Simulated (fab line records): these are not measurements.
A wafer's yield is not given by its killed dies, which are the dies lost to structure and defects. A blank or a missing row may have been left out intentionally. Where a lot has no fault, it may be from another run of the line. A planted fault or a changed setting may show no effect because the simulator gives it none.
fab line records | flow n5Finfet
[record] lots = 24 wafers = 72 lastDay = 18
route steps=1938 shown BEOL_M9@1459 BEOL_M10@1471 BEOL_M11@1559
lots that met no fault: taken from a fault-free run of the same line
startH: hours from the record's opening day to when the first of the lot's shown wafers began | waitH: time in hours since the lot's previous step | " same as the row above | L1.1+2: several wafers, shown together as one row | - value missing, or start not given | * or withheld: withheld | < > ~ a bound
route shown NAME@n: NAME is a module with steps in the file, n the number in the route of the first one | usual: mean/standard deviation taken from wafers without a fault | same: alike in all rows | chamber/n: place in a boat | sites: per-site readings | _std_site: how widely they spread, as a standard deviation | _edge_site: inner sites' mean taken away from outer sites' mean | radiusMm: for every site, how far away it sits from the centre of the wafer | mask NAME#n: copy n | behind: tool/chamber where the wafer was last shaped | hold: the reason the lot was held/the length of the hold in hours/how it ended | device: whichever transistor did not switch (one of n, p or np) | end of line: at the end of the route, the tests of the same wafers | a step given without rows: its recipe and nothing more | killed: dies that structure and defects cost at the first sort, which is not the same as the wafer's yield | map: a wafer's dies, x killed, . not, _ none there
set.NAME: the setting that was run; set.NAME@STEP: the one run at that earlier step | model.NAME: the simulator's own value behind a step, which no gauge read
the route's steps for a sample of lots (tables are steps, rows are wafers)
services: the hour from which a tool's chamber was out of use, counted from the record's first day as startH (under 0 if before that day), plus the number of hours and why
[[steps]]
[step N5_BEOL_M9_SURFACE_TREAT_79]
[recipe] gas = Ar timeS = * ionEnergyEv = * ionCurrentMaCm2 = 0.5 pressureMtorr = * arFlowSccm = 30
[usual] pressureMtorr = * throttleValvePct = *
// columns lot.wafer tool chamber startH waitH pressureMtorr throttleValvePct
L074.1 pvdSputter-02 - 221.98 0.2 * *
L074.4 " - " " * *
L074.6 " - " " * *
L075.2 pvdSputter-03 - 228.63 0.2 * *
L075.3 " - " " * *
L075.6 " - " " * *
L076.1 pvdSputter-01 - 255.24 0.3 * *
L076.3 " - " " * *
L076.6 " - " " * *
L078.2 pvdSputter-01 - 255.28 0.2 * *
L078.3 " - " " * *
L078.5 " - " " * *
L081.1 pvdSputter-03 - 259.08 0.2 * *
L081.2 " - " " * *
L081.4 " - " " * *
L079.1 pvdSputter-03 - 262.72 0.4 * *
L079.5 " - " " * *
L079.6 " - " " * *
L080.1 pvdSputter-03 - 266.20 1.7 * *
L080.3 " - " " * *
L080.5 " - " " * *
L077.2 pvdSputter-03 - 268.44 0.2 * *
L077.4 " - " " * *
L077.6 " - " " * *
L082.2 pvdSputter-03 - 268.56 0.2 * *
L082.3 " - " " * *
L082.4 " - " " * *
L083.1 pvdSputter-01 - 272.50 0.2 * *
L083.5 " - " " * *
L083.6 " - " " * *
L084.3 pvdSputter-03 - 277.04 0.2 * *
L084.4 " - " " * *
L084.6 " - " " * *
L085.1 pvdSputter-01 - 287.52 0.4 * *
L085.3 " - " " * *
L085.5 " - " " * *
L086.1 pvdSputter-01 - 297.97 0.2 * *
L086.3 " - " " * *
L086.6 " - " " * *
L087.2 pvdSputter-01 - 298.23 0.2 * *
L087.5 " - " " * *
L087.6 " - " " * *
L088.1 pvdSputter-03 - 310.52 0.2 * *
L088.4 " - " " * *
L088.5 " - " " * *
L089.1 pvdSputter-02 - 318.32 0.2 * *
L089.4 " - " " * *
L089.6 " - " " * *
L091.2 pvdSputter-01 - 318.66 0.2 * *
L091.3 " - " " * *
L091.5 " - " " * *
L090.3 pvdSputter-02 - 327.10 0.2 * *
L090.4 " - " " * *
L090.6 " - " " * *
L093.3 pvdSputter-02 - 330.31 0.3 * *
L093.5 " - " " * *
L093.6 " - " " * *
L092.1 pvdSputter-02 - 330.35 0.3 * *
L092.2 " - " " * *
L092.5 " - " " * *
L094.2 pvdSputter-03 - 342.49 0.2 * *
L094.3 " - " " * *
L094.6 " - " " * *
L095.2 pvdSputter-01 - 358.05 0.7 * *
L095.5 " - " " * *
L095.6 " - " " * *
L096.4 pvdSputter-03 - 364.58 0.2 * *
L096.5 " - " " * *
L096.6 " - " " * *
L097.2 pvdSputter-01 - 364.95 0.2 * *
L097.3 " - " " * *
L097.6 " - " " * *
[step N5_BEOL_M10_CURE_71]
[recipe] tempC = 385 timeS = 240 ambient = He/Ar material = SiCOH_lowk
[usual] lampPowerPct = 52.31/0.056 wafer_temp_C_max = 386.6/0.45
// columns lot.wafer tool chamber startH waitH lampPowerPct wafer_temp_C_max
L074.1 uvCure-01 1 223.49 0.0 52.32 386.0
L074.4 " 1 " " 52.26 386.6
L074.6 " 1 " " 52.28 386.5
L075.2 uvCure-01 0 230.25 0.1 52.27 387.8
L075.3 " 0 " " 52.26 386.9
L075.6 " 0 " " 52.27 387.0
L076.1 uvCure-01 2 256.52 0.0 52.35 386.7
L076.3 " 2 " " 52.26 386.5
L076.6 " 2 " " 52.24 386.8
L078.2 uvCure-03 1 256.95 0.2 52.29 386.3
L078.3 " 1 " " 52.31 386.5
L078.5 " 1 " " 52.30 386.3
L081.1 uvCure-03 0 261.97 0.0 52.33 386.6
L081.2 " 0 " " 52.35 386.6
L081.4 " 0 " " 52.32 387.0
L079.1 uvCure-01 2 264.63 0.0 52.33 386.2
L079.5 " 2 " " 52.29 386.3
L079.6 " 2 " " 52.25 386.3
L080.1 uvCure-01 2 267.85 0.3 52.34 386.3
L080.3 " 2 " " 52.29 386.7
L080.5 " 2 " " 52.30 386.3
L077.2 uvCure-02 1 270.02 0.1 52.42 386.9
L077.4 " 1 " " 52.37 386.6
L077.6 " 1 " " 52.32 386.1
L082.2 uvCure-02 0 270.69 0.1 52.35 386.5
L082.3 " 0 " " 52.35 386.4
L082.4 " 0 " " 52.24 386.3
L083.1 uvCure-02 1 273.89 0.0 52.41 386.9
L083.5 " 1 " " 52.16 386.5
L083.6 " 1 " " 52.26 386.0
L084.3 uvCure-01 1 278.53 0.2 52.30 386.4
L084.4 " 1 " " 52.36 386.7
L084.6 " 1 " " 52.33 386.5
L085.1 uvCure-02 1 290.06 0.2 52.33 386.6
L085.3 " 1 " " 52.40 386.9
L085.5 " 1 " " 52.32 386.6
L086.1 uvCure-03 0 299.35 0.0 52.35 386.9
L086.3 " 0 " " 52.31 386.6
L086.6 " 0 " " 52.22 387.5
L087.2 uvCure-01 2 299.71 0.1 52.34 386.2
L087.5 " 2 " " 52.34 385.9
L087.6 " 2 " " 52.26 385.8
L088.1 uvCure-03 0 311.96 0.0 52.30 386.5
L088.4 " 0 " " 52.28 386.1
L088.5 " 0 " " 52.30 386.5
L089.1 uvCure-02 2 319.75 0.0 52.36 386.0
L089.4 " 2 " " 52.20 386.0
L089.6 " 2 " " 52.28 386.0
L091.2 uvCure-03 1 320.65 0.3 52.32 386.7
L091.3 " 1 " " 52.24 386.4
L091.5 " 1 " " 52.30 386.3
L090.3 uvCure-02 1 329.97 0.2 52.42 386.8
L090.4 " 1 " " 52.33 386.9
L090.6 " 1 " " 52.34 386.3
L093.3 uvCure-02 2 332.36 0.2 52.35 385.4
L093.5 " 2 " " 52.25 386.1
L093.6 " 2 " " 52.33 385.6
L092.1 uvCure-01 2 332.47 0.0 52.32 386.5
L092.2 " 2 " " 52.37 386.0
L092.5 " 2 " " 52.33 385.8
L094.2 uvCure-03 0 343.98 0.1 52.31 386.6
L094.3 " 0 " " 52.27 386.6
L094.6 " 0 " " 52.44 386.3
L095.2 uvCure-03 1 360.17 0.2 52.37 386.7
L095.5 " 1 " " 52.26 386.8
L095.6 " 1 " " 52.22 387.1
L096.4 uvCure-02 0 366.09 0.3 52.30 386.4
L096.5 " 0 " " 52.29 386.3
L096.6 " 0 " " 52.40 387.1
L097.2 uvCure-01 2 366.48 0.1 52.28 386.1
L097.3 " 2 " " 52.25 386.2
L097.6 " 2 " " 52.40 386.5
[step N5_BEOL_M10_STRIP_67]
[recipe] chemistry = CF4 resist = SiARC powerW = 300 biasPowerW = 75 pressureMtorr = 50 cf4FlowSccm = 150 rfFrequencyHz = 6e+07
[usual] drypumpMotorCurrentA = 6.0/0.48 oesProductAu = 0.80/0.08 rfVppV = 271.3/1.5 showerheadPlenumPTorr = 1.80/0.064 throttleValvePct = 13.50/0.18
// columns lot.wafer tool chamber startH waitH drypumpMotorCurrentA oesProductAu rfHoursCounterH rfVppV showerheadPlenumPTorr throttleValvePct
L074.1 rieDiel-04 1 228.32 0.0 5.8 0.90 13 273.1 1.80 13.19
L074.4 " 2 " " 6.0 0.81 96 273.9 1.89 13.59
L074.6 " 3 " " 5.8 0.95 - 272.1 1.92 13.04
L075.2 rieDiel-06 1 234.77 0.0 5.8 0.79 110 268.8 1.73 13.44
L075.3 " 3 " " 6.4 0.77 151 272.6 1.89 13.61
L075.6 " 1 " " 5.8 0.80 - 268.5 1.73 13.44
L076.1 rieDiel-06 3 259.15 0.0 6.4 0.76 161 272.2 1.89 13.64
L076.3 " 1 " " 5.7 0.78 121 270.8 1.73 13.48
L076.6 " 2 " " 4.9 0.71 - 269.3 1.77 13.69
L078.2 rieDiel-06 1 259.51 0.0 5.7 0.78 121 270.6 1.73 13.46
L078.3 " 3 " " 6.4 0.76 161 272.4 1.89 13.64
L078.5 " 1 " " 5.7 0.78 - 268.1 1.73 13.47
L081.1 rieDiel-02 0 264.19 0.0 5.8 0.71 214 269.5 1.71 13.61
L081.2 " 3 " " 6.8 0.95 3 270.7 1.75 13.47
L081.4 " 2 " " 5.9 0.96 12 271.5 1.78 13.30
L079.1 rieDiel-04 2 268.19 0.0 6.0 0.79 109 274.3 1.88 13.63
L079.5 " 3 " " 5.8 0.91 - 272.7 1.92 13.07
L079.6 " 0 " " 5.9 0.84 - 272.7 1.87 13.58
L080.1 rieDiel-06 0 269.69 0.0 6.4 0.73 168 269.3 1.80 13.56
L080.3 " 3 " " 6.4 0.75 165 273.2 1.89 13.65
L080.5 " 2 " " 4.9 0.71 - 271.0 1.77 13.69
L077.2 rieDiel-02 0 272.45 0.0 5.8 0.70 216 269.1 1.71 13.63
L077.4 " 1 " " 6.3 0.81 90 272.2 1.80 13.51
L077.6 " 3 " " 6.8 0.94 - 269.1 1.75 13.48
L082.2 rieDiel-06 3 272.75 0.0 6.4 0.76 166 272.7 1.89 13.64
L082.3 " 1 " " 5.7 0.78 125 269.1 1.73 13.46
L082.4 " 2 " " 4.9 0.71 249 271.5 1.77 13.71
L083.1 rieDiel-02 3 276.48 0.0 6.8 0.94 7 269.7 1.75 13.48
L083.5 " 3 " " 6.8 0.93 - 271.8 1.75 13.48
L083.6 " 2 " " 5.9 0.95 - 270.9 1.78 13.30
L084.3 rieDiel-06 0 282.11 0.0 6.4 0.73 174 271.0 1.80 13.56
L084.4 " 0 " " 6.4 0.72 - 270.7 1.80 13.57
L084.6 " 3 " " 6.4 0.75 - 273.6 1.88 13.65
L085.1 rieDiel-06 0 291.52 0.0 6.4 0.72 177 271.0 1.80 13.58
L085.3 " 1 " " 5.8 0.78 134 269.6 1.73 13.50
L085.5 " 0 " " 6.4 0.73 - 270.5 1.80 13.58
L086.1 rieDiel-04 3 301.58 0.0 5.8 0.89 32 274.5 1.92 13.10
L086.3 " 0 " " 5.9 0.82 81 272.4 1.86 13.60
L086.6 " 0 " " 5.9 0.82 - 274.1 1.86 13.62
L087.2 rieDiel-04 3 301.87 0.0 5.8 0.89 32 272.8 1.92 13.11
L087.5 " 2 " " 6.0 0.79 - 272.4 1.88 13.65
L087.6 " 1 " " 5.9 0.86 - 271.9 1.80 13.23
L088.1 rieDiel-02 2 313.95 0.0 5.8 0.92 29 270.5 1.77 13.32
L088.4 " 1 " " 6.3 0.79 106 272.2 1.80 13.54
L088.5 " 1 " " 6.3 0.79 - 273.0 1.80 13.54
L089.1 rieDiel-02 0 321.79 0.0 5.8 0.69 234 269.1 1.70 13.67
L089.4 " 2 " " 5.8 0.91 33 270.7 1.77 13.33
L089.6 " 3 " " 6.8 0.89 - 270.5 1.74 13.50
L091.2 rieDiel-06 1 326.38 0.0 5.7 0.76 147 270.8 1.72 13.52
L091.3 " 0 " " 6.4 0.71 192 270.3 1.80 13.61
L091.5 " 2 " " 4.9 0.94 - 269.2 1.76 13.16
L090.3 rieDiel-02 2 335.52 0.0 5.9 0.91 37 270.8 1.77 13.36
L090.4 " 3 " " 6.8 0.88 29 272.3 1.74 13.53
L090.6 " 3 " " 6.8 0.88 - 270.6 1.74 13.52
L093.3 rieDiel-02 0 335.77 0.0 5.8 0.69 240 268.2 1.70 13.66
L093.5 " 0 " " 5.8 0.68 - 271.5 1.70 13.66
L093.6 " 1 " " 6.3 0.78 - 270.7 1.79 13.55
L092.1 rieDiel-04 1 335.84 0.0 5.8 0.85 50 272.2 1.79 13.27
L092.2 " 2 " " 5.9 0.77 133 273.9 1.88 13.66
L092.5 " 3 " " 5.8 0.87 - 273.0 1.91 13.11
L094.2 rieDiel-06 1 345.73 0.0 5.7 0.76 153 269.9 1.72 13.54
L094.3 " 3 " " 6.4 0.74 194 272.1 1.88 13.71
L094.6 " 3 " " 6.4 0.74 - 272.9 1.88 13.71
L095.2 rieDiel-04 1 363.47 0.0 5.8 0.82 59 271.3 1.79 13.29
L095.5 " 3 " " 5.8 0.86 - 274.8 1.91 13.14
L095.6 " 2 " " 6.0 0.75 - 272.6 1.87 13.69
L096.4 rieDiel-04 1 368.68 0.0 5.8 0.82 - 271.0 1.79 13.30
L096.5 " 1 " " 5.8 0.82 - 271.6 1.79 13.29
L096.6 " 0 " " 5.9 0.80 - 270.7 1.86 13.69
L097.2 rieDiel-06 1 369.22 0.0 5.8 0.75 163 269.1 1.72 13.57
L097.3 " 3 " " 6.4 0.73 203 272.7 1.88 13.73
L097.6 " 3 " " 6.4 0.73 - 272.8 1.88 13.72
[step N5_BEOL_M10_CURE_72]
[recipe] tempC = 370 timeS = 120 ambient = DMADMS/He material = SiCOH_lowk
[usual] lampPowerPct = 52.31/0.052 wafer_temp_C_max = 371.5/0.6
// columns lot.wafer tool chamber startH waitH lampPowerPct wafer_temp_C_max
L074.1 uvCure-02 2 229.96 0.0 52.28 370.6
L074.4 " 2 " " 52.28 370.7
L074.6 " 2 " " 52.20 370.8
L075.2 uvCure-03 2 238.39 0.1 52.38 371.7
L075.3 " 2 " " 52.37 372.5
L075.6 " 2 " " 52.29 372.4
L078.2 uvCure-03 1 261.19 0.1 52.36 371.5
L078.3 " 1 " " 52.31 371.9
L078.5 " 1 " " 52.27 371.0
L076.1 uvCure-01 0 261.29 0.0 52.41 372.6
L076.3 " 0 " " 52.38 372.4
L076.6 " 0 " " 52.24 372.3
L081.1 uvCure-03 1 267.44 0.2 52.23 371.3
L081.2 " 1 " " 52.37 371.3
L081.4 " 1 " " 52.29 371.8
L080.1 uvCure-01 2 271.44 0.0 52.31 371.7
L080.3 " 2 " " 52.30 371.4
L080.5 " 2 " " 52.28 371.8
L079.1 uvCure-01 0 271.98 0.0 52.37 371.8
L079.5 " 0 " " 52.38 372.5
L079.6 " 0 " " 52.29 371.7
L077.2 uvCure-01 1 273.82 0.1 52.24 371.7
L077.4 " 1 " " 52.30 371.3
L077.6 " 1 " " 52.28 371.5
L082.2 uvCure-02 2 274.42 0.2 52.31 371.0
L082.3 " 2 " " 52.25 371.3
L082.4 " 2 " " 52.28 371.2
L083.1 uvCure-02 2 277.89 0.0 52.34 371.4
L083.5 " 2 " " 52.22 370.8
L083.6 " 2 " " 52.34 371.4
L084.3 uvCure-01 0 286.20 0.4 52.38 373.1
L084.4 " 0 " " 52.33 372.5
L084.6 " 0 " " 52.34 373.1
L085.1 uvCure-02 1 293.06 0.1 52.33 371.0
L085.3 " 1 " " 52.28 371.6
L085.5 " 1 " " 52.29 371.9
L086.1 uvCure-03 0 303.32 0.0 52.27 371.3
L086.3 " 0 " " 52.28 371.2
L086.6 " 0 " " 52.24 371.0
L087.2 uvCure-02 2 303.38 0.1 52.51 370.6
L087.5 " 2 " " 52.33 370.7
L087.6 " 2 " " 52.28 370.3
L088.1 uvCure-03 1 315.81 0.0 52.27 371.2
L088.4 " 1 " " 52.27 371.4
L088.5 " 1 " " 52.30 371.3
L089.1 uvCure-02 0 325.98 0.0 52.32 371.7
L089.4 " 0 " " 52.30 371.3
L089.6 " 0 " " 52.26 371.0
L091.2 uvCure-01 2 328.15 0.1 52.38 371.1
L091.3 " 2 " " 52.28 371.0
L091.5 " 2 " " 52.31 371.1
L093.3 uvCure-03 2 338.29 0.1 52.32 372.5
L093.5 " 2 " " 52.35 372.9
L093.6 " 2 " " 52.25 372.2
L090.3 uvCure-01 2 338.47 0.1 52.26 371.4
L090.4 " 2 " " 52.38 371.4
L090.6 " 2 " " 52.45 371.4
L092.1 uvCure-02 2 338.66 0.2 52.36 370.9
L092.2 " 2 " " 52.27 370.5
L092.5 " 2 " " 52.21 371.4
L094.2 uvCure-03 0 347.24 0.1 52.32 371.7
L094.3 " 0 " " 52.25 371.9
L094.6 " 0 " " 52.35 371.7
L095.2 uvCure-03 0 364.80 0.1 52.27 371.5
L095.5 " 0 " " 52.27 371.4
L095.6 " 0 " " 52.25 371.8
L097.2 uvCure-02 0 372.22 0.4 52.29 371.2
L097.3 " 0 " " 52.36 371.5
L097.6 " 0 " " 52.28 371.1
L096.4 uvCure-02 0 373.22 0.9 52.31 372.0
L096.5 " 0 " " 52.34 371.0
L096.6 " 0 " " 52.35 372.0
[step N5_BEOL_M10_INSPECT_58]
[recipe] inspectInstrument = darkfield mode = postDep
[usual] rawDefectCount = 73/25
// columns lot.wafer tool chamber startH waitH rawDefectCount
L074.1 defectInspect-02 - 235.13 0.0 55
L074.4 " - " " 62
L074.6 " - " " 75
L075.2 defectInspect-01 - 240.72 0.0 73
L075.3 " - " " 58
L075.6 " - " " 74
L078.2 defectInspect-01 - 263.25 0.0 77
L078.3 " - " " 75
L078.5 " - " " 103
L076.1 defectInspect-01 - 264.06 0.0 52
L076.3 " - " " 36
L076.6 " - " " 66
L081.1 defectInspect-02 - 270.19 0.0 72
L081.2 " - " " 86
L081.4 " - " " 71
L080.1 defectInspect-02 - 274.00 0.0 54
L080.3 " - " " 74
L080.5 " - " " 54
L079.1 defectInspect-02 - 274.71 0.0 42
L079.5 " - " " 58
L079.6 " - " " 48
L077.2 defectInspect-02 - 276.71 0.0 55
L077.4 " - " " 53
L077.6 " - " " 93
L082.2 defectInspect-01 - 277.26 0.0 102
L082.3 " - " " 99
L082.4 " - " " 106
L083.1 defectInspect-02 - 282.15 0.0 104
L083.5 " - " " 111
L083.6 " - " " 147
L084.3 defectInspect-01 - 289.23 0.0 138
L084.4 " - " " 72
L084.6 " - " " 60
L085.1 defectInspect-01 - 295.42 0.0 50
L085.3 " - " " 43
L085.5 " - " " 109
L086.1 defectInspect-01 - 306.10 0.0 77
L086.3 " - " " 86
L086.6 " - " " 94
L087.2 defectInspect-02 - 306.32 0.0 43
L087.5 " - " " 59
L087.6 " - " " 74
L088.1 defectInspect-01 - 318.84 0.0 101
L088.4 " - " " 44
L088.5 " - " " 45
L089.1 defectInspect-01 - 329.11 0.0 82
L089.4 " - " " 44
L089.6 " - " " 77
L091.2 defectInspect-02 - 331.33 0.0 85
L091.3 " - " " 80
L091.5 " - " " 66
L093.3 defectInspect-01 - 342.74 0.0 89
L093.5 " - " " 61
L093.6 " - " " 112
L090.3 defectInspect-02 - 344.13 0.0 68
L090.4 " - " " 64
L090.6 " - " " 101
L092.1 defectInspect-02 - 344.23 0.0 55
L092.2 " - " " 79
L092.5 " - " " 57
L094.2 defectInspect-02 - 349.43 0.0 83
L094.3 " - " " 78
L094.6 " - " " 83
L095.2 defectInspect-02 - 368.05 0.0 96
L095.5 " - " " 44
L095.6 " - " " 64
L097.2 defectInspect-02 - 374.19 0.0 38
L097.3 " - " " 42
L097.6 " - " " 45
L096.4 defectInspect-02 - 375.15 0.0 62
L096.5 " - " " 56
L096.6 " - " " 47
[step N5_BEOL_M11_CD_MEAS_18]
[recipe] pitchNm = 140 targetCdNm = 70
[usual] cdNm = 70.6/0.81
// columns lot.wafer tool chamber startH waitH cdNm
L074.1 cdSem-03 - 239.30 0.0 68.7
L074.4 " - " " 70.6
L074.6 " - " " 70.4
L075.2 cdSem-02 - 245.39 0.1 69.6
L075.3 " - " " 69.3
L075.6 " - " " 70.8
L078.2 cdSem-03 - 265.28 0.1 71.4
L078.3 " - " " 69.7
L078.5 " - " " 70.8
L076.1 cdSem-03 - 267.86 0.0 69.5
L076.3 " - " " 70.8
L076.6 " - " " 70.8
L081.1 cdSem-03 - 273.23 0.0 71.7
L081.2 " - " " 71.9
L081.4 " - " " 70.1
L080.1 cdSem-01 - 276.85 0.0 68.8
L080.3 " - " " 70.8
L080.5 " - " " 70.0
L079.1 cdSem-01 - 277.03 0.0 71.4
L079.5 " - " " 70.9
L079.6 " - " " 70.7
L077.2 cdSem-03 - 279.29 0.1 71.3
L077.4 " - " " 70.7
L077.6 " - " " 70.5
L082.2 cdSem-02 - 281.76 0.1 70.6
L082.3 " - " " 69.9
L082.4 " - " " 69.8
L083.1 cdSem-03 - 287.37 0.0 67.9
L083.5 " - " " 69.6
L083.6 " - " " 70.2
L084.3 cdSem-02 - 291.79 0.1 70.8
L084.4 " - " " 71.9
L084.6 " - " " 71.0
L085.1 cdSem-02 - 297.93 0.0 71.8
L085.3 " - " " 70.7
L085.5 " - " " 70.7
L086.1 cdSem-03 - 308.72 0.0 70.2
L086.3 " - " " 70.3
L086.6 " - " " 70.8
L087.2 cdSem-03 - 308.92 0.1 70.3
L087.5 " - " " 71.1
L087.6 " - " " 70.0
L088.1 cdSem-02 - 321.27 0.1 70.7
L088.4 " - " " 69.6
L088.5 " - " " 70.3
L089.1 cdSem-02 - 330.84 0.0 71.3
L089.4 " - " " 70.1
L089.6 " - " " 69.2
L091.2 cdSem-01 - 335.94 0.1 70.9
L091.3 " - " " 69.5
L091.5 " - " " 70.7
L093.3 cdSem-03 - 344.74 0.1 70.8
L093.5 " - " " 71.3
L093.6 " - " " 70.6
L092.1 cdSem-02 - 347.71 0.0 70.2
L092.2 " - " " 70.1
L092.5 " - " " 71.9
L090.3 cdSem-01 - 348.14 0.1 72.1
L090.4 " - " " 71.0
L090.6 " - " " 69.5
L094.2 cdSem-02 - 351.78 0.1 69.9
L094.3 " - " " 71.7
L094.6 " - " " 69.9
L095.2 cdSem-03 - 370.14 0.1 70.1
L095.5 " - " " 70.7
L095.6 " - " " 70.3
L097.2 cdSem-02 - 379.29 0.1 71.0
L097.3 " - " " 71.4
L097.6 " - " " 71.1
L096.4 cdSem-01 - 379.43 0.1 70.0
L096.5 " - " " 70.6
L096.6 " - " " 70.0
[[services]]
// columns tool chamber startH hours kind
rieDiel-02 2 211.37 - clean
rieDiel-02 2 211.37 - consumableReplace:focusRing
rieDiel-02 2 211.37 23.8 scheduledDown
rieDiel-02 2 211.37 23.8 ventCycle
rieDiel-02 3 235.38 - clean
rieDiel-02 3 235.38 - consumableReplace:focusRing
uvCure-02 - 240.64 12.4 repair
rieDiel-06 2 274.97 - clean
rieDiel-06 2 274.97 - consumableReplace:focusRing
rieDiel-06 2 274.97 20.6 scheduledDown
rieDiel-06 2 274.97 20.6 ventCycle
rieDiel-06 - 279.75 0.6 repair
uvCure-02 - 284.84 3.4 pm
uvCure-03 - 285.03 2.1 pm
uvCure-03 - 323.73 7.5 pm
pvdSputter-02 - 339.91 4.3 repair
uvCure-01 - 348.05 9.6 repair
uvCure-02 - 356.84 2.1 pm
rieDiel-04 2 365.46 5.0 repair
rieDiel-02 0 366.23 - clean
rieDiel-02 0 366.23 - consumableReplace:focusRing
rieDiel-02 0 366.23 18.5 scheduledDown
uvCure-01 - 369.95 24.9 pm
uvCure-03 - 371.31 3.0 repair
[[key]]
fault none
